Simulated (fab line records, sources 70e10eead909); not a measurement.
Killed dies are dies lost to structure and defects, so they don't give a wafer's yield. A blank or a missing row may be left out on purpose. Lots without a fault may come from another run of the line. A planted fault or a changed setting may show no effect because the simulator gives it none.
A struck lot beside a sound one | flow nand_harc | 21 steps out of a route of 1302
Sound: wafers L468.1, L468.2, L468.6. Struck: wafers L462.2, L462.4, L462.5. The cause comes at the end.
At each step with rows: each side's tool, then ch and its chambers, then its first start. Under that, the readings that differ: sound wafers | struck wafers | difference of the means | sigmas: that difference in standard deviations of wafers without a fault.
alike: readings whose means differ by less than 2 such deviations, and words and numbers that are the same on both sides. not compared: withheld readings, readings that some wafer has no value for, bounds like >300 that may hide the same value, and numbers for which the record gives no deviation and whose values overlap.
The two part at a step that has a row with sigmas, a row that says differs or no value, or rows on one side only. Numbers that don't overlap but have no deviation are shown without sigmas and don't part them. A reading that every wafer of one side lacks parts them only if that side has two wafers or more.

first, 9 steps without rows for these wafers: NHARC_THIN_TSV_PVD_24 (deposits Al, target thk 800 nm); NHARC_THIN_TSV_DEHYDRATE_25 (time 120 s); NHARC_THIN_TSV_HMDS_26 (time 30 s); NHARC_THIN_TSV_COAT_27; NHARC_THIN_TSV_SOFTBAKE_28 (time 95 s); NHARC_THIN_TSV_EBR_29; NHARC_THIN_TSV_EXPOSE_30 (exposes mask PAD); NHARC_THIN_TSV_PEB_31 (peb time 85 s); NHARC_THIN_TSV_DEVELOP_32 (time 70 s).
NHARC_THIN_TSV_CD_MEAS_33: target cd 5000 nm.
  sound on cd_sem-03 ch 0, day 30 05:06; struck on cd_sem-02 ch 0, day 29 04:12
  alike: cd_nm
then, 1 step without rows for these wafers: NHARC_THIN_TSV_HARDBAKE_34 (time 80 s).
NHARC_THIN_TSV_DESCUM_35: chemistry O2, time 3 s.
  sound on rie_diel-12 ch 0,2,3, day 30 05:16; struck on rie_diel-12 ch 1,3, day 29 04:23
  alike: drypump_motor_current_A, oes_product_au, rf_vpp_V, showerhead_plenum_p_Torr, throttle_valve_pct
  not compared: rf_hours_counter_h
NHARC_THIN_TSV_ETCH_59: etches the open film in Cl2/BCl3, target depth 880 nm, time 138.1 s.
  sound on rie_metal-01 ch 0,1, day 30 05:23; struck on rie_metal-02 ch 0,1, day 29 04:33
  alike: bcl3_flow_sccm, drypump_motor_current_A, oes_product_au, throttle_valve_pct
  not compared: rf_hours_counter_h
NHARC_THIN_TSV_ETCH_36: etches the open film in Cl2/BCl3, target depth 65 nm, time 18.571 s.
  sound on rie_metal-01 ch 0,1, day 30 05:39; struck on rie_metal-02 ch 0,1, day 29 04:47
  alike: drypump_motor_current_A, oes_product_au
  not compared: rf_hours_counter_h
NHARC_THIN_TSV_STRIP_56: strips in O2.
  sound on plasma_asher-02 ch 0,1, day 30 05:45; struck on plasma_asher-01 ch 0,1, day 29 04:52
  alike: drypump_motor_current_A, heater_power_w
  not compared: rf_hours_counter_h
then, 1 step without rows for these wafers: NHARC_THIN_TSV_STRIP_57 (strips in post etch residue remover, time 1200 s).
NHARC_THIN_TSV_CD_MEAS_37:
  sound on cd_sem-01, day 30 06:33; struck on cd_sem-02, day 29 05:40
  alike: cd_nm
then, 1 step without rows for these wafers: NHARC_THIN_TSV_ANNEAL_58 (time 1800 s).
NHARC_THIN_TSV_INSPECT_40:
  sound on defect_inspect-02, day 30 11:08; struck on defect_inspect-02, day 29 12:51
  reading          | sound       | struck         | difference | sigmas
  raw_defect_count | 580 603 541 | 1173 1172 1025 | +549       | +6
NHARC_END_WLT_00:
  sound on prober-01, day 30 11:11; struck on prober-01, day 29 13:23
  alike: VT_DECK1_BOTTOM, VT_DECK1_BOTTOM_INNER, VT_DECK1_MEDIAN_NEAR_BOTTOM, VT_DECK1_MEDIAN_NEAR_BOTTOM_INNER, VT_DECK1_MIDDLE, VT_DECK1_MIDDLE_INNER, VT_DECK1_TOP, VT_DECK1_TOP_INNER, VT_DECK2_BOTTOM, VT_DECK2_BOTTOM_INNER, VT_DECK2_MEDIAN_NEAR_BOTTOM, VT_DECK2_MEDIAN_NEAR_BOTTOM_INNER, VT_DECK2_MIDDLE, VT_DECK2_MIDDLE_INNER, VT_DECK2_TOP, VT_DECK2_TOP_INNER
NHARC_END_SORT_01:
  sound on prober-01 ch 0, day 30 14:11; struck on prober-01 ch 0, day 29 16:41
  reading         | sound | struck   | difference | sigmas
  killed_at_other | 0 0 0 | 54 80 54 | +63        | +42
  alike: defect_limited_yield, killed_at_array, killed_at_periphery, killed_dies, killed_open, killed_short

WHERE THEY PART
First at NHARC_THIN_TSV_INSPECT_40; last, within this record, at NHARC_END_SORT_01.

WHY: what the simulator had put in
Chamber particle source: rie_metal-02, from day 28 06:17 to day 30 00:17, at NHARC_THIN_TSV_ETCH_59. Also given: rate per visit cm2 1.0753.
